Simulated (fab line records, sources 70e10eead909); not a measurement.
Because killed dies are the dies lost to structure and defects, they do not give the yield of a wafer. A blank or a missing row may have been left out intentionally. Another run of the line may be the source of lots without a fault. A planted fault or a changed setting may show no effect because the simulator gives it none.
Matching of chambers :: flow nandHarc :: 4 sister chambers for NHARC_A_CONTACT_ALD_18 on aldMetal-04
The step deposits TiN, target thk 3 nm, pulse time 1 s, ald cycles 150. 4 wafers are shown with their chamber, then 9 later ones without.

== EACH WAFER AND ITS CHAMBER ==
wafer: L088.2
chamber: 2
heaterPowerW (W): 1070

wafer: L089.2
chamber: 1
heaterPowerW (W): 1244

wafer: L089.3
chamber: 3
heaterPowerW (W): 1105

wafer: L089.5
chamber: 0
heaterPowerW (W): 1270

== WAFERS WHOSE CHAMBER IS MISSING ==
wafer: L091.2
heaterPowerW (W): 1313

wafer: L091.4
heaterPowerW (W): 1248

wafer: L091.5
heaterPowerW (W): 1059

wafer: L094.1
heaterPowerW (W): 1266

wafer: L094.3
heaterPowerW (W): 1228

wafer: L094.5
heaterPowerW (W): 1118

wafer: L096.3
heaterPowerW (W): 1244

wafer: L096.4
heaterPowerW (W): 1323

wafer: L096.6
heaterPowerW (W): 1245

== WHICH CHAMBER EACH WENT THROUGH ==
wafer: L091.2
from the rows above: can't be placed: 0 or 1
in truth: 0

wafer: L091.4
from the rows above: can't be placed: 1 or 0
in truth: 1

wafer: L091.5
from the rows above: can't be placed: 2 or 3
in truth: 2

wafer: L094.1
from the rows above: can't be placed: 0 or 1
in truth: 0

wafer: L094.3
from the rows above: can't be placed: 1 or 0
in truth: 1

wafer: L094.5
from the rows above: can't be placed: 3 or 2
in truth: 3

wafer: L096.3
from the rows above: can't be placed: 1 or 0
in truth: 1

wafer: L096.4
from the rows above: can't be placed: 0 or 1
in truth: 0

wafer: L096.6
from the rows above: can't be placed: 1 or 0
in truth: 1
Placed correctly: 0 of 9. Cannot be placed on the basis of these rows: 9; the candidates contain the true chamber in 9. Wrongly placed: 0.
How it was worked out, from the rows above alone: a wafer's distance from a chamber is the root of the sum, over the readings, of the square of ((its reading less the chamber's mean) divided by the reading's scatter). The wafer belongs to the nearest chamber; if the next one is less than 2 further off, it can't be placed. For every chamber, the mean is computed from those of its wafers that are shown. The scatter: with one shown wafer a chamber, the root of the mean of the squares of how far each hidden wafer lies from its nearest shown one.
